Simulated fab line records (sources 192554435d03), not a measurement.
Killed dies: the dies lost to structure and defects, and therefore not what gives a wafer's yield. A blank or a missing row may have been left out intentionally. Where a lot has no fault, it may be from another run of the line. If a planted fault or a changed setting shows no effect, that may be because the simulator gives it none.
A struck lot beside a sound one :: flow n5_finfet :: 35 out of 1938 route steps
Sound: the wafers L641.2, L641.3, L641.5. Wafers L642.1, L642.5, L642.6 were the ones struck. The cause is named last.
For every step that has rows: the tool of each side, followed by ch and its chambers, followed by its first start. Under that, the readings that differ: sound wafers :: struck wafers :: difference of the means :: sigmas: that difference in standard deviations of wafers without a fault.
alike: a reading whose means differ by less than 2 such deviations, as well as words and numbers matching on both sides. not compared: withheld readings; readings where some wafer has no value; bounds like >300 that might hide an equal value; numbers whose values overlap and for which the record gives no deviation.
The two part at a step that has a row with sigmas, a row that says differs or no value, or rows on one side only. Non-overlapping numbers with no deviation appear without sigmas and do not part them. Lack of a reading on every wafer of one side parts them only where that side has two or more wafers.

first, 9 steps without rows for these wafers: N5_BEOL_M12_SOFTBAKE_23 (time 60 s); N5_BEOL_M12_EXPOSE_25 (exposes mask M12); N5_BEOL_M12_PEB_26 (peb time 90 s); N5_BEOL_M12_DEVELOP_27 (develop time 45 s); N5_BEOL_M12_HARDBAKE_32 (time 120 s); N5_BEOL_M12_DESCUM_33 (chemistry O2, time 7.9 s); N5_BEOL_M12_ETCH_67 (etches SiARC in CF4, target depth 143 nm, time 238.3 s); N5_BEOL_M12_ETCH_68 (etches SOC in N2/H2, time 285 s); N5_BEOL_M12_STRIP_69 (strips in N2/H2).
N5_BEOL_M12_TRENCH_ETCH_34: etches SiOC in C4F8/O2/Ar, target depth 318.95 nm, time 125.5 s.
  sound on rie_diel-01 ch 0,1,2, day 13 21:34; struck on rie_diel-01 ch 0,2,3, day 14 10:19
  alike: drypump_motor_current_A, oes_product_au, rf_vpp_V, showerhead_plenum_p_Torr, throttle_valve_pct
  not compared: rf_hours_counter_h
then, 24 steps without rows for these wafers: N5_BEOL_M12_STRIP_70 (strips in C4F8/O2/Ar); N5_BEOL_M12_STRIP_37 (strips in N2/H2); N5_BEOL_M12_ETCH_38 (etches SiCN in CF4/N2, target depth 68.7 nm, time 73.4 s); N5_BEOL_M12_PRECLEAN_39 (cleans in residue remover, time 60 s); N5_BEOL_M12_SRD_40 (time 30 s, dry time 30 s); N5_BEOL_M12_DEGAS_41 (time 60 s); N5_BEOL_M12_PRE_CLEAN_42 (time 30 s); N5_BEOL_M12_SPUTTER_43 (material TaN, target thk 15 nm, time 24.19 s); N5_BEOL_M12_SPUTTER_44 (material Ta, target thk 10 nm, time 16.13 s); N5_BEOL_M12_SPUTTER_45 (material Cu, target thk 80 nm, time 13.33 s); N5_BEOL_M12_ECD_47 (material Cu, target thk 720 nm); N5_BEOL_M12_ANNEAL_48 (time 90 s); N5_BEOL_M12_CMP_49 (polishes, stops on SiOC, t overpolish 20.6 s, target thk 320 nm); N5_BEOL_M12_PRE_CLEAN_52 (time 15 s); N5_BEOL_M12_DEP_53 (deposits SiCN from 3MS/NH3, target thk 30 nm, time 10.5 s); N5_BEOL_M13_ILD_DEP_00 (deposits SiOC from DEMS/O2, target thk 837.92 nm, time 166.4 s); N5_BEOL_M13_COAT_58 (time 60 s, resist thk 89 nm); N5_BEOL_M13_COAT_04 (resist thk 400 nm); N5_BEOL_M13_EBR_06; N5_BEOL_M13_SOFTBAKE_05 (time 60 s); N5_BEOL_M13_EXPOSE_07 (exposes mask V12); N5_BEOL_M13_PEB_08 (peb time 90 s); N5_BEOL_M13_DEVELOP_09 (develop time 45 s); N5_BEOL_M13_HARDBAKE_14 (time 120 s).
-- here the record skips 2 days between the struck wafers' starts before and after, leaving off in module BEOL_M13 and picking up in module PASSIVATION (first step shown: number 1936 of the route) --
N5_PASSIVATION_PROBE_49:
  sound: prober-01 at day 15 14:37; struck: prober-02 at day 16 16:50
reading: defect_limited_yield (%)
sound: 92.2 91.9 93.2
struck: 85.7 81.8 78.4
difference: -10.5
sigmas: -7

reading: killed_at_M4_up
sound: 23 19 17
struck: 75 159 163
difference: +113
sigmas: +18

reading: killed_dies
sound: 92 95 80
struck: 169 215 255
difference: +124
sigmas: +7

reading: killed_on_rim
sound: 12 9 6
struck: 32 8 15
difference: +9
sigmas: +2

reading: sort_bin_5_function (%)
sound: 4.4 4.7 4.0
struck: 7.9 10.9 13.6
difference: +6.4
sigmas: +6

reading: sort_bin_6_memory (%)
sound: 3.2 3.1 2.5
struck: 4.2 3.7 5.0
difference: +1.4
sigmas: +2

reading: sort_n_pass
sound: 1088 1085 1100
struck: 1011 965 925
difference: -124
sigmas: -7

reading: sort_yield_pct (%)
sound: 92.2 91.9 93.2
struck: 85.7 81.8 78.4
difference: -10.5
sigmas: -7
  alike: killed_at_M0_to_M3, killed_at_contacts, killed_at_front_end, killed_at_other, killed_open, killed_short

== WHERE THEY PART ==
N5_PASSIVATION_PROBE_49 only, going by this record.

WHY: what the simulator had put in
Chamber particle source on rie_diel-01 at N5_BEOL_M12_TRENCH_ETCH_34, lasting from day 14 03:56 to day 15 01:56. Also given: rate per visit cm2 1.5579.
